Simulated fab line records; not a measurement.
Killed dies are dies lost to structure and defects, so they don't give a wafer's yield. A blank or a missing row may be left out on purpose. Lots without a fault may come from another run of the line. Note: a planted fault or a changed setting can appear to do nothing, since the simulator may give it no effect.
fab line records    flow n5_finfet
record: lots: 24  wafers: 72  last_day: 18
route steps=1938 shown BEOL_M1@787
lots with no fault: from the same line, run without faults
start_h: start of the lot's first displayed wafer, in hours after the record's first day    wait_h: hours from the lot's prior step to this one    " same as the row above    L1.1+2: one row covering several wafers at once    - value missing, or start not given    * or withheld: withheld    < > ~ a bound
route shown NAME@n: a module of which the file shows steps, and the number in the route of the first    usual: mean and standard deviation over wafers with no fault    same: alike in all rows    chamber/n: place in a boat    sites: per-site readings    _std_site: how widely they spread, as a standard deviation    _edge_site: outer sites' mean less inner sites'    radius_mm: for every site, how far away it sits from the centre of the wafer    mask NAME#n: copy n    behind: the last tool/chamber to shape the wafer    hold: what put the lot on hold/how long, in hours/how the hold closed    device: names the non-switching transistor (n, p or np)    end of line: the route-end tests of the same wafers    a step with no rows: only its recipe    killed: at the first sort, the dies lost to defects and structure; wafer yield is something else    map: dies across one wafer; x = killed, . = not, _ = none there
set.NAME: the setting the step ran with; set.NAME@STEP: the setting that earlier step ran with    model.NAME: the simulator's own value behind a step, which no gauge read
steps of the route over a sample of lots; a table a step, a row a wafer
services: a tool's chamber out of use, with start hour (start_h, from the record's first day; less than 0 if before it), hours out, and reason
== steps ==
step: N5_BEOL_M1_OVL_MEAS_29
recipe: points_per_wafer: 522
usual: V0_OVL: 0.0/0.69
lot.wafer  tool        chamber  start_h  wait_h  V0_OVL[nm]
L074.4     overlay-02  0        123.62   0.0     0.4
L074.5     "           0        "        "       0.0
L074.6     "           0        "        "       0.8
L075.1     overlay-02  0        127.95   0.0     -0.5
L075.2     "           0        "        "       -0.8
L075.6     "           0        "        "       -0.5
L076.3     overlay-01  0        131.44   0.0     0.4
L076.4     "           0        "        "       1.0
L076.5     "           0        "        "       0.7
L077.2     overlay-01  0        142.94   0.0     0.4
L077.3     "           0        "        "       0.3
L077.6     "           0        "        "       0.2
L078.1     overlay-02  0        147.36   0.0     0.3
L078.3     "           0        "        "       0.0
L078.6     "           0        "        "       -0.1
L079.3     overlay-02  0        154.00   0.0     -0.1
L079.4     "           0        "        "       0.1
L079.6     "           0        "        "       0.9
L080.1     overlay-02  0        162.82   0.0     1.4
L080.4     "           0        "        "       -0.5
L080.5     "           0        "        "       0.0
L081.1     overlay-01  0        168.59   0.0     -1.5
L081.3     "           0        "        "       -0.8
L081.5     "           0        "        "       0.2
L082.1     overlay-01  0        174.11   0.0     0.6
L082.2     "           0        "        "       0.0
L082.3     "           0        "        "       0.3
L083.2     overlay-01  0        180.12   0.0     -1.3
L083.3     "           0        "        "       -0.9
L083.5     "           0        "        "       -1.1
L084.1     overlay-01  0        182.33   0.0     0.2
L084.3     "           0        "        "       0.2
L084.6     "           0        "        "       0.4
L085.3     overlay-01  0        195.68   0.0     -0.3
L085.4     "           0        "        "       -0.4
L085.6     "           0        "        "       -1.3
L086.1     overlay-01  0        196.04   0.0     0.2
L086.4     "           0        "        "       -1.0
L086.5     "           0        "        "       -0.3
L087.2     overlay-02  0        204.60   0.0     0.9
L087.5     "           0        "        "       0.0
L087.6     "           0        "        "       -0.4
L088.3     overlay-02  0        208.77   0.0     -0.4
L088.4     "           0        "        "       0.4
L088.6     "           0        "        "       -0.4
L089.3     overlay-01  0        214.51   0.0     0.6
L089.4     "           0        "        "       0.3
L089.6     "           0        "        "       0.0
L090.2     overlay-02  0        220.65   0.0     0.7
L090.4     "           0        "        "       1.1
L090.6     "           0        "        "       0.3
L091.1     overlay-01  0        222.51   0.0     -0.6
L091.3     "           0        "        "       -0.3
L091.6     "           0        "        "       -0.4
L093.1     overlay-02  0        230.67   0.0     0.8
L093.2     "           0        "        "       -0.7
L093.5     "           0        "        "       0.2
L092.2     overlay-02  0        231.08   0.0     -0.3
L092.4     "           0        "        "       0.2
L092.6     "           0        "        "       -0.5
L094.1     overlay-01  0        247.83   0.0     0.1
L094.2     "           0        "        "       -0.5
L094.6     "           0        "        "       -0.6
L095.1     overlay-01  0        254.26   0.0     -0.6
L095.3     "           0        "        "       -0.6
L095.5     "           0        "        "       -0.3
L096.1     overlay-01  0        254.41   0.0     0.7
L096.2     "           0        "        "       0.3
L096.3     "           0        "        "       1.4
L097.2     overlay-01  0        266.74   0.0     -0.8
L097.4     "           0        "        "       -0.5
L097.6     "           0        "        "       -0.3
step: N5_BEOL_M1_VIA_ETCH_34
recipe: chemistry: C4F6/O2  target_depth_a: 678  mask_material: SOC  pressure_mtorr: 15  ion_energy_ev: 250  taper_deg: 4  time_s: 64.4  source_w: 350  bias_w: 170  Ar_flow_sccm: 300  C4F6_flow_sccm: 10  O2_flow_sccm: 10
usual: drypump_motor_current_A: 5.7/0.41  oes_product_au: 0.77/0.083  rf_vpp_V: 662/9.1  showerhead_plenum_p_Torr: 2.84/0.08  throttle_valve_pct: 30.72/0.26
lot.wafer  tool         chamber  start_h  wait_h  drypump_motor_current_A  oes_product_au  rf_hours_counter_h  rf_vpp_V  showerhead_plenum_p_Torr  throttle_valve_pct
L074.4     rie_diel-02  0        125.18   0.0     5.9                      0.70            215                 667       2.72                      31.19
L074.5     "            1        "        "       5.2                      0.77            -                   646       2.73                      30.31
L074.6     "            2        "        "       5.8                      0.74            -                   657       2.92                      30.57
L075.1     rie_diel-06  2        130.75   0.0     5.2                      0.73            174                 669       2.97                      31.17
L075.2     "            3        "        "       5.5                      0.93            18                  665       2.90                      30.50
L075.6     "            1        "        "       5.4                      0.68            -                   675       2.82                      30.52
L076.3     rie_diel-01  0        133.58   0.0     5.4                      0.80            73                  672       2.88                      30.97
L076.4     "            3        "        "       5.9                      0.83            91                  661       2.97                      30.65
L076.5     "            2        "        "       5.6                      0.72            -                   661       2.84                      30.49
L077.2     rie_diel-01  0        143.59   0.0     5.4                      0.81            75                  672       2.88                      30.97
L077.3     "            1        "        "       6.4                      0.90            25                  671       2.80                      30.85
L077.6     "            1        "        "       6.5                      0.90            -                   672       2.80                      30.85
L078.1     rie_diel-02  1        149.65   0.0     5.1                      0.78            150                 646       2.73                      30.31
L078.3     "            3        "        "       6.4                      0.67            213                 648       2.81                      30.66
L078.6     "            3        "        "       6.4                      0.67            -                   647       2.81                      30.68
L079.3     rie_diel-01  3        156.29   0.0     5.9                      0.83            98                  660       2.97                      30.64
L079.4     "            0        "        "       5.4                      0.81            79                  669       2.87                      30.97
L079.6     "            2        "        "       5.6                      0.74            -                   660       2.84                      30.52
L080.1     rie_diel-06  3        171.84   0.0     5.5                      0.89            30                  664       2.89                      30.52
L080.4     "            1        "        "       5.5                      0.68            236                 674       2.81                      30.53
L080.5     "            0        "        "       5.9                      0.69            -                   656       2.79                      30.61
L081.1     rie_diel-06  1        176.81   0.0     5.5                      0.67            239                 675       2.81                      30.53
L081.3     "            3        "        "       5.5                      0.89            32                  665       2.89                      30.52
L081.5     "            1        "        "       5.5                      0.67            -                   673       2.81                      30.53
L082.1     rie_diel-06  2        180.49   0.0     5.2                      0.71            190                 667       2.96                      31.22
L082.2     "            1        "        "       5.5                      0.67            241                 675       2.81                      30.55
L082.3     "            3        "        "       5.5                      0.90            34                  663       2.89                      30.53
L083.2     rie_diel-01  1        184.38   0.0     6.4                      0.89            33                  674       2.80                      30.85
L083.3     "            0        "        "       5.3                      0.81            83                  671       2.87                      30.97
L083.5     "            0        "        "       5.4                      0.80            -                   669       2.87                      30.98
L084.1     rie_diel-01  2        193.97   0.0     5.6                      0.72            185                 660       2.84                      30.52
L084.3     "            1        "        "       6.4                      0.88            36                  672       2.80                      30.85
L084.6     "            0        "        "       5.4                      0.79            -                   670       2.87                      30.97
L085.3     rie_diel-06  2        202.56   0.0     5.2                      0.71            198                 669       2.96                      31.21
L085.4     "            3        "        "       5.5                      0.88            43                  665       2.89                      30.55
L085.6     "            0        "        "       6.0                      0.98            -                   654       2.79                      30.72
L086.1     rie_diel-01  2        202.60   0.0     5.6                      0.73            187                 660       2.84                      30.53
L086.4     "            3        "        "       5.9                      0.82            108                 659       2.96                      30.65
L086.5     "            3        "        "       5.9                      0.82            -                   659       2.96                      30.65
L087.2     rie_diel-02  0        207.86   0.0     5.9                      0.69            242                 667       2.71                      31.24
L087.5     "            0        "        "       5.9                      0.69            -                   667       2.71                      31.24
L087.6     "            1        "        "       5.2                      0.75            -                   647       2.72                      30.33
L088.3     rie_diel-02  2        212.53   0.0     5.8                      0.71            201                 658       2.91                      30.60
L088.4     "            0        "        "       5.9                      0.68            244                 669       2.70                      31.24
L088.6     "            3        "        "       6.4                      0.65            -                   648       2.80                      30.70
L089.3     rie_diel-02  1        215.88   0.0     5.2                      0.75            172                 647       2.72                      30.33
L089.4     "            2        "        "       5.8                      0.71            202                 657       2.91                      30.61
L089.6     "            1        "        "       5.2                      0.74            -                   645       2.72                      30.33
L090.2     rie_diel-02  1        230.30   0.0     5.2                      0.74            176                 646       2.72                      30.34
L090.4     "            2        "        "       5.8                      0.70            -                   656       2.90                      30.62
L090.6     "            3        "        "       6.4                      0.65            -                   648       2.79                      30.70
L091.1     rie_diel-01  0        230.65   0.0     5.4                      0.79            97                  669       2.87                      30.98
L091.3     "            3        "        "       5.9                      0.80            115                 659       2.96                      30.67
L091.6     "            2        "        "       5.6                      0.72            -                   659       2.83                      30.51
L093.1     rie_diel-02  1        232.06   0.0     5.2                      0.75            177                 645       2.72                      30.34
L093.2     "            3        "        "       6.4                      0.65            240                 647       2.79                      30.69
L093.5     "            3        "        "       6.4                      0.65            -                   648       2.79                      30.71
L092.2     rie_diel-01  0        235.40   0.0     5.4                      0.78            99                  669       2.86                      30.99
L092.4     "            2        "        "       5.6                      0.71            197                 660       2.83                      30.54
L092.6     "            2        "        "       5.6                      0.71            -                   659       2.83                      30.53
L094.1     rie_diel-06  0        261.23   0.0     5.9                      0.90            21                  656       2.78                      30.72
L094.2     "            3        "        "       5.5                      0.85            64                  665       2.88                      30.54
L094.6     "            3        "        "       5.5                      0.86            -                   665       2.88                      30.53
L095.1     rie_diel-01  3        264.94   0.0     5.9                      0.79            126                 660       2.95                      30.69
L095.3     "            0        "        "       5.4                      0.77            109                 668       2.86                      31.00
L095.5     "            2        "        "       5.6                      0.71            -                   661       2.83                      30.55
L096.1     rie_diel-02  2        264.94   0.0     5.8                      0.70            220                 658       2.90                      30.63
L096.2     "            0        "        "       5.9                      0.97            5                   679       3.04                      31.27
L096.3     "            1        "        "       5.2                      0.73            190                 645       2.71                      30.37
L097.2     rie_diel-01  2        269.11   0.0     5.6                      0.70            209                 659       2.83                      30.53
L097.4     "            1        "        "       6.4                      0.84            61                  674       2.79                      30.87
L097.6     "            1        "        "       6.5                      0.84            -                   672       2.79                      30.89
step: N5_BEOL_M1_OCD_MEAS_38
usual: trench_depth_nm: 54.8/1.1
lot.wafer  tool    chamber  start_h  wait_h  trench_depth_nm
L074.4     ocd-01  -        125.44   -       54.9
L074.5     "       -        "        "       54.3
L074.6     "       -        "        "       54.7
L075.1     ocd-01  -        131.00   -       54.7
L075.2     "       -        "        "       56.8
L075.6     "       -        "        "       55.1
L076.3     ocd-01  -        133.84   -       56.1
L076.4     "       -        "        "       54.9
L076.5     "       -        "        "       56.0
L077.2     ocd-01  -        143.85   -       55.9
L077.3     "       -        "        "       53.9
L077.6     "       -        "        "       55.1
L078.1     ocd-01  -        149.91   -       55.0
L078.3     "       -        "        "       54.1
L078.6     "       -        "        "       52.9
L079.3     ocd-02  -        156.55   -       54.9
L079.4     "       -        "        "       55.4
L079.6     "       -        "        "       55.1
L080.1     ocd-01  -        172.10   -       57.1
L080.4     "       -        "        "       54.7
L080.5     "       -        "        "       53.5
L081.1     ocd-02  -        177.07   -       54.0
L081.3     "       -        "        "       57.1
L081.5     "       -        "        "       54.9
L082.1     ocd-01  -        180.75   -       55.7
L082.2     "       -        "        "       54.7
L082.3     "       -        "        "       56.8
L083.2     ocd-02  -        184.64   -       55.1
L083.3     "       -        "        "       56.0
L083.5     "       -        "        "       55.7
L084.1     ocd-01  -        194.23   -       55.6
L084.3     "       -        "        "       55.1
L084.6     "       -        "        "       55.2
L085.3     ocd-01  -        202.83   -       55.5
L085.4     "       -        "        "       57.2
L085.6     "       -        "        "       57.1
L086.1     ocd-02  -        202.86   -       55.6
L086.4     "       -        "        "       54.2
L086.5     "       -        "        "       54.6
L087.2     ocd-02  -        208.11   -       55.1
L087.5     "       -        "        "       54.8
L087.6     "       -        "        "       55.0
L088.3     ocd-02  -        212.79   -       53.0
L088.4     "       -        "        "       55.3
L088.6     "       -        "        "       53.0
L089.3     ocd-01  -        216.14   -       54.2
L089.4     "       -        "        "       53.5
L089.6     "       -        "        "       55.0
L090.2     ocd-02  -        230.56   -       53.9
L090.4     "       -        "        "       53.8
L090.6     "       -        "        "       52.3
L091.1     ocd-01  -        230.90   -       56.2
L091.3     "       -        "        "       54.7
L091.6     "       -        "        "       55.5
L093.1     ocd-01  -        232.31   -       55.7
L093.2     "       -        "        "       53.6
L093.5     "       -        "        "       53.3
L092.2     ocd-01  -        235.66   -       55.1
L092.4     "       -        "        "       54.9
L092.6     "       -        "        "       55.5
L094.1     ocd-01  -        261.48   -       55.9
L094.2     "       -        "        "       56.8
L094.6     "       -        "        "       57.3
L095.1     ocd-01  -        265.19   -       54.2
L095.3     "       -        "        "       54.9
L095.5     "       -        "        "       55.1
L096.1     ocd-02  -        265.19   -       53.4
L096.2     "       -        "        "       56.0
L096.3     "       -        "        "       54.3
L097.2     ocd-01  -        269.37   -       55.2
L097.4     "       -        "        "       54.1
L097.6     "       -        "        "       54.0
step: N5_BEOL_M1_CD_MEAS_35
recipe: target_cd_nm: 18  target_cd_y_nm: 21  polarity: opening
usual: cd_nm: 18.1/0.39
lot.wafer  tool       chamber  start_h  wait_h  cd_nm
L074.4     cd_sem-01  -        125.59   0.0     17.9
L074.5     "          -        "        "       18.2
L074.6     "          -        "        "       17.5
L075.1     cd_sem-03  -        131.16   0.0     18.1
L075.2     "          -        "        "       18.0
L075.6     "          -        "        "       17.6
L076.3     cd_sem-03  -        133.99   0.0     18.1
L076.4     "          -        "        "       17.9
L076.5     "          -        "        "       18.4
L077.2     cd_sem-02  -        144.00   0.0     18.7
L077.3     "          -        "        "       18.3
L077.6     "          -        "        "       18.4
L078.1     cd_sem-03  -        150.06   0.0     18.0
L078.3     "          -        "        "       18.2
L078.6     "          -        "        "       18.6
L079.3     cd_sem-02  -        156.70   0.0     18.0
L079.4     "          -        "        "       17.7
L079.6     "          -        "        "       18.6
L080.1     cd_sem-03  -        172.27   0.0     17.3
L080.4     "          -        "        "       18.0
L080.5     "          -        "        "       18.0
L081.1     cd_sem-02  -        177.24   0.0     17.9
L081.3     "          -        "        "       17.6
L081.5     "          -        "        "       17.8
L082.1     cd_sem-03  -        180.90   0.0     18.7
L082.2     "          -        "        "       18.4
L082.3     "          -        "        "       17.7
L083.2     cd_sem-03  -        184.80   0.0     17.5
L083.3     "          -        "        "       18.1
L083.5     "          -        "        "       17.9
L084.1     cd_sem-01  -        194.38   0.0     17.9
L084.3     "          -        "        "       18.1
L084.6     "          -        "        "       18.0
L085.3     cd_sem-03  -        202.98   0.0     18.2
L085.4     "          -        "        "       18.3
L085.6     "          -        "        "       18.3
L086.1     cd_sem-02  -        203.02   0.0     18.5
L086.4     "          -        "        "       18.1
L086.5     "          -        "        "       18.1
L087.2     cd_sem-02  -        208.27   0.0     17.4
L087.5     "          -        "        "       17.0
L087.6     "          -        "        "       18.0
L088.3     cd_sem-02  -        212.94   0.0     18.6
L088.4     "          -        "        "       18.0
L088.6     "          -        "        "       18.3
L089.3     cd_sem-03  -        216.29   0.0     18.0
L089.4     "          -        "        "       18.5
L089.6     "          -        "        "       18.2
L090.2     cd_sem-03  -        230.71   0.0     18.1
L090.4     "          -        "        "       17.7
L090.6     "          -        "        "       17.0
L091.1     cd_sem-02  -        231.06   0.0     18.0
L091.3     "          -        "        "       18.9
L091.6     "          -        "        "       18.2
L093.1     cd_sem-03  -        232.47   0.0     17.8
L093.2     "          -        "        "       18.5
L093.5     "          -        "        "       17.7
L092.2     cd_sem-02  -        235.91   0.0     17.6
L092.4     "          -        "        "       19.0
L092.6     "          -        "        "       18.1
L094.1     cd_sem-01  -        261.64   0.0     17.9
L094.2     "          -        "        "       17.5
L094.6     "          -        "        "       17.9
L095.1     cd_sem-02  -        265.35   0.0     18.7
L095.3     "          -        "        "       18.3
L095.5     "          -        "        "       18.7
L096.1     cd_sem-03  -        265.35   0.0     17.9
L096.2     "          -        "        "       17.8
L096.3     "          -        "        "       17.6
L097.2     cd_sem-01  -        269.52   0.0     17.8
L097.4     "          -        "        "       18.0
L097.6     "          -        "        "       18.0
step: N5_BEOL_M1_SPUTTER_86
recipe: material: Cu  target_thk_a: 45  temp_c: -20  chamber_pressure_pa: 0.07  power_w: withheld  time_s: 8.29
usual: chamber_pressure_pa: 0.06998/0.00014  throttle_valve_pct: 30.3/1
lot.wafer  tool            chamber  start_h  wait_h  chamber_pressure_pa  throttle_valve_pct
L074.4     pvd_sputter-01  -        127.75   0.1     0.07008              29.6
L074.5     "               -        "        "       0.06988              30.3
L074.6     "               -        "        "       0.06989              28.2
L075.1     pvd_sputter-03  -        133.59   0.1     0.07022              32.5
L075.2     "               -        "        "       0.0698               29.8
L075.6     "               -        "        "       0.06972              30.5
L076.3     pvd_sputter-03  -        136.35   0.1     0.07012              32.4
L076.4     "               -        "        "       0.06998              29.6
L076.5     "               -        "        "       0.07016              30.4
L077.2     pvd_sputter-02  -        146.71   0.1     0.06978              31.3
L077.3     "               -        "        "       0.06987              29.7
L077.6     "               -        "        "       0.06994              30.3
L078.1     pvd_sputter-03  -        152.00   0.1     0.06978              30.1
L078.3     "               -        "        "       0.07                 30.1
L078.6     "               -        "        "       0.06991              29.5
L079.3     pvd_sputter-01  -        160.09   0.1     0.06998              30.3
L079.4     "               -        "        "       0.0699               29.4
L079.6     "               -        "        "       0.07001              30.4
L080.1     pvd_sputter-02  -        173.96   0.1     0.06986              31.6
L080.4     "               -        "        "       0.07017              29.9
L080.5     "               -        "        "       0.07026              29.5
L081.1     pvd_sputter-02  -        179.03   0.1     0.07008              30.6
L081.3     "               -        "        "       0.06995              29.8
L081.5     "               -        "        "       0.07025              29.9
L082.1     pvd_sputter-03  -        182.46   0.1     0.07016              30.2
L082.2     "               -        "        "       0.07004              32.3
L082.3     "               -        "        "       0.07008              29.6
L083.2     pvd_sputter-02  -        186.94   0.1     0.07003              31.2
L083.3     "               -        "        "       0.06994              30.8
L083.5     "               -        "        "       0.06965              30.1
L084.1     pvd_sputter-03  -        196.86   0.1     0.06983              30.6
L084.3     "               -        "        "       0.07003              30.1
L084.6     "               -        "        "       0.07016              30.6
L085.3     pvd_sputter-03  -        204.74   0.1     0.06997              30.5
L085.4     "               -        "        "       0.06992              32.5
L085.6     "               -        "        "       0.06994              30.4
L086.1     pvd_sputter-02  -        204.83   0.1     0.06982              29.5
L086.4     "               -        "        "       0.07003              30.2
L086.5     "               -        "        "       0.07042              31.2
L087.2     pvd_sputter-02  -        211.45   0.1     0.06998              29.8
L087.5     "               -        "        "       0.07008              29.9
L087.6     "               -        "        "       0.06999              31.2
L088.3     pvd_sputter-02  -        214.38   0.1     0.06998              30.7
L088.4     "               -        "        "       0.07006              30.0
L088.6     "               -        "        "       0.06976              29.7
L089.3     pvd_sputter-01  -        219.38   0.1     0.06999              30.2
L089.4     "               -        "        "       0.07009              28.4
L089.6     "               -        "        "       0.06999              28.7
L090.2     pvd_sputter-02  -        232.62   0.1     0.07011              29.7
L090.4     "               -        "        "       0.07011              31.2
L090.6     "               -        "        "       0.06999              30.7
L091.1     pvd_sputter-03  -        233.41   0.1     0.07001              29.9
L091.3     "               -        "        "       0.0701               30.5
L091.6     "               -        "        "       0.07002              30.4
L093.1     pvd_sputter-01  -        234.63   0.1     0.06993              28.2
L093.2     "               -        "        "       0.06993              28.7
L093.5     "               -        "        "       0.06984              28.5
L092.2     pvd_sputter-03  -        238.03   0.1     0.07012              29.6
L092.4     "               -        "        "       0.07023              30.4
L092.6     "               -        "        "       0.06986              32.2
L094.1     pvd_sputter-01  -        264.11   0.1     0.0699               28.4
L094.2     "               -        "        "       0.07                 29.2
L094.6     "               -        "        "       0.06994              28.8
L095.1     pvd_sputter-02  -        266.96   0.1     0.06965              29.6
L095.3     "               -        "        "       0.06994              31.5
L095.5     "               -        "        "       0.06977              31.7
L096.1     pvd_sputter-03  -        268.24   0.1     0.06989              29.6
L096.2     "               -        "        "       0.07011              30.2
L096.3     "               -        "        "       0.07                 30.4
L097.2     pvd_sputter-03  -        271.94   0.1     0.07001              30.3
L097.4     "               -        "        "       0.06986              30.2
L097.6     "               -        "        "       0.0699               32.3
step: N5_BEOL_M1_SPUTTER_88
recipe: material: Cu  target_thk_a: 45  temp_c: -20  chamber_pressure_pa: 0.07  power_w: withheld  time_s: 8.29
usual: chamber_pressure_pa: 0.07002/0.00014  throttle_valve_pct: 30.3/0.98
lot.wafer  tool            chamber  start_h  wait_h  chamber_pressure_pa  throttle_valve_pct
L074.4     pvd_sputter-01  -        127.97   0.1     0.06992              29.7
L074.5     "               -        "        "       0.06996              30.2
L074.6     "               -        "        "       0.06998              28.6
L075.1     pvd_sputter-03  -        133.81   0.1     0.07005              32.1
L075.2     "               -        "        "       0.06996              29.9
L075.6     "               -        "        "       0.07003              30.2
L076.3     pvd_sputter-03  -        136.57   0.1     0.06989              32.3
L076.4     "               -        "        "       0.06987              29.6
L076.5     "               -        "        "       0.0702               30.9
L077.2     pvd_sputter-02  -        146.93   0.1     0.07016              31.2
L077.3     "               -        "        "       0.06995              29.7
L077.6     "               -        "        "       0.06983              30.3
L078.1     pvd_sputter-03  -        152.22   0.1     0.06985              30.1
L078.3     "               -        "        "       0.0697               30.7
L078.6     "               -        "        "       0.0702               29.7
L079.3     pvd_sputter-01  -        160.31   0.1     0.07004              29.9
L079.4     "               -        "        "       0.07006              29.4
L079.6     "               -        "        "       0.07015              30.4
L080.1     pvd_sputter-02  -        174.18   0.1     0.06998              31.2
L080.4     "               -        "        "       0.07012              29.7
L080.5     "               -        "        "       0.07026              29.8
L081.1     pvd_sputter-02  -        179.25   0.1     0.06992              30.6
L081.3     "               -        "        "       0.07035              29.8
L081.5     "               -        "        "       0.07012              29.6
L082.1     pvd_sputter-03  -        182.68   0.1     0.06997              30.3
L082.2     "               -        "        "       0.06996              32.4
L082.3     "               -        "        "       0.07009              29.7
L083.2     pvd_sputter-02  -        187.16   0.1     0.06975              31.2
L083.3     "               -        "        "       0.06999              30.4
L083.5     "               -        "        "       0.07005              30.2
L084.1     pvd_sputter-03  -        197.08   0.1     0.07028              30.4
L084.3     "               -        "        "       0.06992              29.9
L084.6     "               -        "        "       0.07016              30.2
L085.3     pvd_sputter-03  -        204.96   0.1     0.07001              30.4
L085.4     "               -        "        "       0.06993              32.5
L085.6     "               -        "        "       0.07029              30.2
L086.1     pvd_sputter-02  -        205.05   0.1     0.07009              29.7
L086.4     "               -        "        "       0.07                 30.0
L086.5     "               -        "        "       0.06992              31.3
L087.2     pvd_sputter-02  -        211.67   0.1     0.06997              29.7
L087.5     "               -        "        "       0.06994              29.8
L087.6     "               -        "        "       0.06997              31.2
L088.3     pvd_sputter-02  -        214.60   0.1     0.07025              30.9
L088.4     "               -        "        "       0.07004              30.2
L088.6     "               -        "        "       0.07011              30.0
L089.3     pvd_sputter-01  -        219.60   0.1     0.07002              30.2
L089.4     "               -        "        "       0.06992              28.4
L089.6     "               -        "        "       0.06992              28.4
L090.2     pvd_sputter-02  -        232.84   0.1     0.07014              29.7
L090.4     "               -        "        "       0.07009              31.2
L090.6     "               -        "        "       0.06989              30.9
L091.1     pvd_sputter-03  -        233.63   0.1     0.06979              29.7
L091.3     "               -        "        "       0.06972              30.2
L091.6     "               -        "        "       0.06991              30.2
L093.1     pvd_sputter-01  -        234.85   0.1     0.0699               28.2
L093.2     "               -        "        "       0.07                 28.5
L093.5     "               -        "        "       0.06989              28.2
L092.2     pvd_sputter-03  -        238.25   0.1     0.06989              29.9
L092.4     "               -        "        "       0.07003              30.6
L092.6     "               -        "        "       0.07005              32.5
L094.1     pvd_sputter-01  -        264.33   0.1     0.07002              28.7
L094.2     "               -        "        "       0.06987              29.6
L094.6     "               -        "        "       0.06972              28.9
L095.1     pvd_sputter-02  -        267.18   0.1     0.06995              29.6
L095.3     "               -        "        "       0.07008              31.4
L095.5     "               -        "        "       0.07022              31.2
L096.1     pvd_sputter-03  -        268.46   0.1     0.07013              30.0
L096.2     "               -        "        "       0.07031              30.4
L096.3     "               -        "        "       0.07006              30.8
L097.2     pvd_sputter-03  -        272.16   0.1     0.07021              30.4
L097.4     "               -        "        "       0.07008              30.3
L097.6     "               -        "        "       0.07008              32.2
== services ==
tool         chamber  start_h  hours  kind
rie_diel-01  1        107.72   3.6    repair
rie_diel-06  2        162.47   4.1    repair
rie_diel-01  -        165.45   15.6   pm
rie_diel-06  0        175.79   -      clean
rie_diel-06  0        175.79   -      consumable_replace:focus_ring
rie_diel-06  0        175.79   25.3   scheduled_down
rie_diel-06  0        175.79   25.3   vent_cycle
rie_diel-06  1        206.38   -      clean
rie_diel-06  1        206.38   -      consumable_replace:focus_ring
rie_diel-06  1        206.38   20.7   scheduled_down
rie_diel-06  1        206.38   20.7   vent_cycle
rie_diel-02  0        230.12   -      clean
rie_diel-02  0        230.12   -      consumable_replace:focus_ring
rie_diel-02  0        230.12   -      consumable_replace:showerhead
rie_diel-02  0        230.12   22.2   scheduled_down
rie_diel-02  0        230.12   22.2   vent_cycle
rie_diel-06  1        250.77   15.2   repair
rie_diel-02  3        253.91   -      clean
rie_diel-02  3        253.91   -      consumable_replace:focus_ring
rie_diel-02  3        253.91   32.5   scheduled_down
rie_diel-02  3        253.91   32.5   vent_cycle
== key ==
fault none
